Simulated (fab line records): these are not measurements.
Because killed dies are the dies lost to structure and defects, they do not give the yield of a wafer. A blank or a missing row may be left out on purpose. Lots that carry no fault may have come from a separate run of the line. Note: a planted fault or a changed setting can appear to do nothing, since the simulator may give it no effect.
Chamber matching	flow n5Finfet	N5_MIM_TOP_ETCH_STRIP_01 on rieDiel-03 has 4 sister chambers
The step strips in O2. 4 wafers are shown with their chamber, then 7 later ones without.

## WAFERS WITH THEIR CHAMBER
wafer	chamber	showerheadPlenumPTorr (Torr)
L332.1	3	1.99
L342.5	1	2.13
L348.1	2	2.23
L348.3	0	2.18

## WAFERS WITH NO CHAMBER GIVEN
wafer	showerheadPlenumPTorr (Torr)
L348.6	2.18
L346.1	2.23
L346.2	2.18
L346.3	2.13
L350.1	2.13
L350.3	2.23
L350.6	2.25

## CHAMBER TAKEN BY EACH
wafer	from the rows above	in truth
L348.6	0	0
L346.1	2	2
L346.2	0	0
L346.3	1	1
L350.1	1	1
L350.3	2	2
L350.6	2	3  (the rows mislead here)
Correctly placed: 6 of 7. Left unplaced by these rows: 0. Number placed wrongly: 1.
How it was worked out, from the rows above alone: a wafer's distance from a chamber is the root of the sum, over the readings, of the square of ((its reading less the chamber's mean) divided by the reading's scatter). If the next closest chamber is less than 2 further off than the closest, the wafer can't be placed; otherwise it belongs to the closest. For every chamber, the mean is computed from those of its wafers that are shown. The scatter: with one shown wafer a chamber, the root of the mean of the squares of how far each hidden wafer lies from its nearest shown one.
